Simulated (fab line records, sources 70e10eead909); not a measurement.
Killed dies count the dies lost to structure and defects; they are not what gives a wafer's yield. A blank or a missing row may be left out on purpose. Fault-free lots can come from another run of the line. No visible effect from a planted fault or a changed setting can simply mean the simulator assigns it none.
Which of the tools did it? -- flow nand harc -- Sampling: 12 lots, 36 wafers, 4 of 1159 route steps

== WHAT EACH GAUGE READ, for each wafer ==
NHARC_A_ONON_D1_THK_MEAS_18: measures by ellipsometry.
lot,measured,on,thk nm (nm)
L512,day 8 07:13,film metro-02,994 996 994
L513,day 8 12:29,film metro-01,997 997 998
L514,day 8 12:25,film metro-01,1009 1007 1007
L519,day 9 11:27,film metro-02,1001 1002 1003
L522,day 10 02:10,film metro-02,827 828 830
L523,day 11 05:59,film metro-01,833 833 830
L524,day 11 05:58,film metro-02,1019 1019 1017
L527,day 11 22:08,film metro-01,1016 1017 1016
L529,day 12 01:35,film metro-02,995 996 996
L528,day 12 01:34,film metro-01,1022 1022 1020
L534,day 13 08:46,film metro-01,984 986 987
L535,day 13 18:43,film metro-02,990 987 989

NHARC_A_CHANNEL_HOLE_D1_CD_MEAS_10 targets a cd of 100 nm.
lot,measured,on,cd nm (nm)
L512,day 8 16:04,cd sem-03,100.1 100.1 99.9
L513,day 8 19:59,cd sem-03,99.6 100.3 99.7
L514,day 8 17:59,cd sem-01,99.9 99.9 99.7
L519,day 9 17:56,cd sem-02,99.5 99.4 99.4
L522,day 10 08:12,cd sem-02,99.3 99.4 99.3
L523,day 11 12:19,cd sem-01,100.1 99.7 100.5
L524,day 11 12:07,cd sem-01,99.7 99.2 99.8
L527,day 12 04:32,cd sem-02,98.9 100.0 99.8
L529,day 12 10:17,cd sem-03,100.3 100.3 100.2
L528,day 12 09:01,cd sem-01,99.4 99.9 99.6
L534,day 13 16:40,cd sem-02,100.0 99.9 100.1
L535,day 14 02:18,cd sem-02,99.7 99.7 100.1

== EACH LOT AND THE TOOL THAT RAN IT (in order: tool; ch and the chambers of the sampled wafers; start) ==
lot,NHARC_P_BONDPAD_CMP_19,NHARC_A_ONON_D1_DEP_16
L512,"cmp-02 ch 0,2,3, day 6 20:55","pecvd onon-02 ch 0, day 8 06:43"
L513,"cmp-04 ch 0,2,3, day 7 02:20","pecvd onon-03 ch 0, day 8 11:59"
L514,"cmp-02 ch 0,1,3, day 7 03:25","pecvd onon-04 ch 0, day 8 11:54"
L519,"cmp-02 ch 0,3, day 8 03:24","pecvd onon-04 ch 0, day 9 10:59"
L522,"cmp-04 ch 1,2,3, day 8 14:04","pecvd onon-03 ch 0, day 10 01:42"
L523,"cmp-04 ch 1,2,3, day 9 19:11","pecvd onon-03 ch 0, day 11 05:38"
L524,"cmp-04 ch 0,1, day 9 20:47","pecvd onon-02 ch 0, day 11 05:32"
L527,"cmp-03 ch 2,3, day 10 11:43","pecvd onon-02 ch 0, day 11 21:37"
L529,"cmp-02 ch 1,2,3, day 10 14:45","pecvd onon-02 ch 0, day 12 01:04"
L528,"cmp-03 ch 0,2,3, day 10 16:35","pecvd onon-04 ch 0, day 12 01:11"
L534,"cmp-04 ch 2,3, day 11 23:05","pecvd onon-04 ch 0, day 13 08:22"
L535,"cmp-02 ch 1,2,3, day 12 03:44","pecvd onon-02 ch 0, day 13 18:12"
- NHARC_P_BONDPAD_CMP_19: polishes, t overpolish 30 s, cu recess touch 16 s, target thk 160.81 nm.
- NHARC_A_ONON_D1_DEP_16: target thk 1000 nm.

== AS READ BY THE TOOLS THEMSELVES (means over the sampled wafers that have a number; for cases with no such wafer, the mark the record gives instead) ==
NHARC_P_BONDPAD_CMP_19.
lot,tool,motor current A (A),overpolish run s (s)
L512,cmp-02,12.0,30.000
L513,cmp-04,11.3,30.005
L514,cmp-02,11.4,30.010
L519,cmp-02,12.9,30.008
L522,cmp-04,11.2,30.004
L523,cmp-04,11.2,30.000
L524,cmp-04,11.5,29.994
L527,cmp-03,11.7,29.997
L529,cmp-02,10.4,30.003
L528,cmp-03,12.9,30.003
L534,cmp-04,11.4,30.002
L535,cmp-02,10.9,29.986

NHARC_A_ONON_D1_DEP_16.
lot,tool,n2o flow sccm (sccm),nh3 flow sccm (sccm)
L512,pecvd onon-02,2007,500.1
L513,pecvd onon-03,1996,498.8
L514,pecvd onon-04,2008,498.2
L519,pecvd onon-04,1997,502.1
L522,pecvd onon-03,1994,501.1
L523,pecvd onon-03,1996,499.8
L524,pecvd onon-02,1996,500.9
L527,pecvd onon-02,1995,500.4
L529,pecvd onon-02,1988,502.9
L528,pecvd onon-04,2001,501.7
L534,pecvd onon-04,1998,499.5
L535,pecvd onon-02,1990,499.7

== THE ANSWER, worked out from the rows above alone ==
Rule: the usual values come from the lots themselves. The widest of any qualifying gaps counts: lots, ordered by their means at a reading, are off when they make up no more than a third of the lots, leave a main group of 4 or more, and stand apart from it by 3 or more times the standard deviation of that group's means. A main group whose means are all the same, to the digits that the tables above print for the reading, isn't used. A lot without any number at a reading at which 4 lots or more have one is off too. All remaining lots with rows at the step are treated as sound. Order of review: gauges by route order, followed by the tools' own readings, for which a lot's mean as printed above is used. At the first step where some lot is off, the reading lying furthest off is the one used; lots without a number count as furthest.
Off: L522, L523 (NHARC_A_ONON_D1_THK_MEAS_18, thk nm). For the main group the mean is 1003 nm and the standard deviation 12.
A tool fits if, at a process step before that reading, it ran every lot that is off, and no sound lot after the first of them. Those tools and the gauges at NHARC_A_ONON_D1_THK_MEAS_18 are tried in the same way. One fits: pecvd onon-03 at NHARC_A_ONON_D1_DEP_16. Its last sound lot is L513 (day 8 11:59), its first lot that is off L522 (day 10 01:42): a fault that began between those two fits.

== WHAT WAS PUT IN BY THE SIMULATOR ==
Site profile drift: pecvd onon-03, from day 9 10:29 on, at NHARC_A_ONON_D1_DEP_16. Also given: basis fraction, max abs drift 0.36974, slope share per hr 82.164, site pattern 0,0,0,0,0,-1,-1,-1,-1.
Lots struck among those shown: L522, L523. Same finding as the rule above.
